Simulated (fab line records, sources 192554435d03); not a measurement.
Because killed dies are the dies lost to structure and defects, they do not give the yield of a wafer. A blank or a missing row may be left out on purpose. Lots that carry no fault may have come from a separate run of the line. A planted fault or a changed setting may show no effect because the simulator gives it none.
The tool behind it: which one? | flow n5 finfet | 36 wafers from 12 lots sampled at 4 of the route's 1938 steps

== WHAT THE GAUGES READ, wafer by wafer ==
N5_BEOL_M7_OVL_MEAS_12. Usual: for M7_OVL the level is -0.2 nm and the standard deviation is 0.93.
lot  | measured     | on         | M7_OVL (nm)    | flag
L762 | day 8 11:50  | overlay-02 | 0.5 2.1 0.7    |
L764 | day 9 05:14  | overlay-02 | -1.1 0.8 -0.4  |
L763 | day 9 08:50  | overlay-02 | -0.1 1.4 1.5   |
L765 | day 9 15:35  | overlay-02 | -1.3 -1.8 -1.5 |
L766 | day 9 20:52  | overlay-01 | -0.6 0.6 1.5   |
L768 | day 10 07:54 | overlay-01 | -1.1 -1.2 -1.6 |
L769 | day 10 08:04 | overlay-02 | -0.8 0.3 0.0   |
L770 | day 10 15:25 | overlay-01 | 1.0 -0.3 0.4   |
L774 | day 11 17:16 | overlay-01 | 0.0 1.1 -1.2   |
L776 | day 12 10:17 | overlay-02 | 0.5 -0.4 0.3   |
L778 | day 12 21:03 | overlay-02 | 0.9 -0.4 0.6   |
L783 | day 14 05:11 | overlay-01 | -0.2 0.3 0.5   |

== EACH LOT AND THE TOOL THAT RAN IT (in order: tool; ch and the chambers of the sampled wafers; start) ==
lot  | N5_BEOL_M6_DEGAS_44          | N5_BEOL_M7_CURE_74            | N5_BEOL_M7_EXPOSE_08
L762 | pvd sputter-03, day 8 08:55  | uv cure-02 ch 0, day 8 10:41  | arfi scanner-03 ch 0, day 8 11:40
L764 | pvd sputter-01, day 9 00:56  | uv cure-01 ch 1, day 9 03:34  | arfi scanner-01 ch 0, day 9 05:04
L763 | pvd sputter-01, day 9 04:04  | uv cure-01 ch 0, day 9 06:20  | arfi scanner-02 ch 0, day 9 08:41
L765 | pvd sputter-03, day 9 11:02  | uv cure-03 ch 1, day 9 12:46  | arfi scanner-03 ch 0, day 9 15:26
L766 | pvd sputter-02, day 9 16:56  | uv cure-01 ch 0, day 9 19:23  | arfi scanner-01 ch 0, day 9 20:42
L768 | pvd sputter-02, day 10 04:23 | uv cure-02 ch 2, day 10 06:19 | arfi scanner-01 ch 0, day 10 07:44
L769 | pvd sputter-03, day 10 04:28 | uv cure-01 ch 2, day 10 06:36 | arfi scanner-02 ch 0, day 10 07:55
L770 | pvd sputter-02, day 10 11:27 | uv cure-02 ch 0, day 10 13:38 | arfi scanner-03 ch 0, day 10 15:16
L774 | pvd sputter-03, day 11 14:13 | uv cure-01 ch 0, day 11 16:01 | arfi scanner-02 ch 0, day 11 17:07
L776 | pvd sputter-02, day 12 05:46 | uv cure-02 ch 1, day 12 07:30 | arfi scanner-03 ch 0, day 12 10:08
L778 | pvd sputter-03, day 12 16:58 | uv cure-02 ch 2, day 12 19:06 | arfi scanner-02 ch 0, day 12 20:55
L783 | pvd sputter-03, day 14 02:07 | uv cure-03 ch 1, day 14 03:57 | arfi scanner-01 ch 0, day 14 05:02
- N5_BEOL_M6_DEGAS_44: time 60 s.
- N5_BEOL_M7_CURE_74: cures SiCOH lowk, time 240 s.
- N5_BEOL_M7_EXPOSE_08: exposes mask M7.

== WHAT THE TOOLS THEMSELVES READ (means of the sampled wafers that have a number; where no wafer has one, the mark that the record gives instead) ==
N5_BEOL_M6_DEGAS_44. Usual: heater power w reads 329 W (standard deviation 46).
lot  | tool           | heater power w (W) | flag
L762 | pvd sputter-03 | 354                |
L764 | pvd sputter-01 | 339                |
L763 | pvd sputter-01 | 309                |
L765 | pvd sputter-03 | 343                |
L766 | pvd sputter-02 | 313                |
L768 | pvd sputter-02 | 310                |
L769 | pvd sputter-03 | 348                |
L770 | pvd sputter-02 | 305                |
L774 | pvd sputter-03 | 347                |
L776 | pvd sputter-02 | 334                |
L778 | pvd sputter-03 | 354                |
L783 | pvd sputter-03 | 354                |

N5_BEOL_M7_CURE_74. Usual: lamp power pct 52.32 %, standard deviation 0.056; wafer_temp_C_max 386.7, standard deviation 0.56.
lot  | tool       | lamp power pct (%) | wafer_temp_C_max | flag
L762 | uv cure-02 | 52.31              | 386.4            |
L764 | uv cure-01 | 52.33              | 386.3            |
L763 | uv cure-01 | 52.32              | 386.6            |
L765 | uv cure-03 | 52.34              | 387.3            |
L766 | uv cure-01 | 52.38              | 386.7            |
L768 | uv cure-02 | 52.35              | 387.2            |
L769 | uv cure-01 | 52.33              | 387.2            |
L770 | uv cure-02 | 52.22              | 385.8            |
L774 | uv cure-01 | 52.29              | 386.9            |
L776 | uv cure-02 | 52.32              | 386.1            |
L778 | uv cure-02 | 52.29              | 387.1            |
L783 | uv cure-03 | 52.34              | 387.5            |

N5_BEOL_M7_EXPOSE_08. Usual: exposure dose mJ cm2 reads 68.20 (standard deviation 0.072).
lot  | tool            | exposure dose mJ cm2 | flag
L762 | arfi scanner-03 | 68.24                |
L764 | arfi scanner-01 | 68.21                |
L763 | arfi scanner-02 | 68.24                |
L765 | arfi scanner-03 | 68.14                |
L766 | arfi scanner-01 | 68.22                |
L768 | arfi scanner-01 | 68.29                |
L769 | arfi scanner-02 | 68.14                |
L770 | arfi scanner-03 | 68.20                |
L774 | arfi scanner-02 | 70.16                | OFF
L776 | arfi scanner-03 | 68.28                |
L778 | arfi scanner-02 | 69.44                | OFF
L783 | arfi scanner-01 | 68.18                |

== THE ANSWER, worked out from the rows above alone ==
Rule: lot off if the mean of its wafers having a number is beyond 3 standard deviations from the usual mean. Also off: a lot with no number at a reading for which 4 or more lots have one. Any other lot the step has rows for is counted as sound. Order of review: gauges by route order, followed by the tools' own readings, for which a lot's mean as printed above is used. The first step at which some lot is off is used, and at that step the reading that is off furthest; a lot without a number counts as furthest.
Off: L774, L778, at N5_BEOL_M7_EXPOSE_08 (exposure dose mJ cm2).
If a tool, at that step or one of the process steps before it, ran each lot that is off and ran no sound lot following the first of them, it fits. One fits: N5_BEOL_M7_EXPOSE_08 on arfi scanner-02. Its last sound lot is L769 (day 10 07:55), its first lot that is off L774 (day 11 17:07): a fault that began between those two fits.
On the lots that are off, the tool's own readings at N5_BEOL_M7_EXPOSE_08 differ by more than 5 times the standard deviation of the sound lots' means, which bears it out; exposure dose mJ cm2 reads 69.80 there versus 68.21 on the sound lots.

== WHAT HAD BEEN PUT IN BY THE SIMULATOR ==
Process parameter drift: arfi scanner-02, from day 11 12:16 on, at N5_BEOL_M7_EXPOSE_08. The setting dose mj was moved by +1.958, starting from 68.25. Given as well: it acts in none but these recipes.
Lots struck among those shown: L774, L778. The rule above reached the same finding.
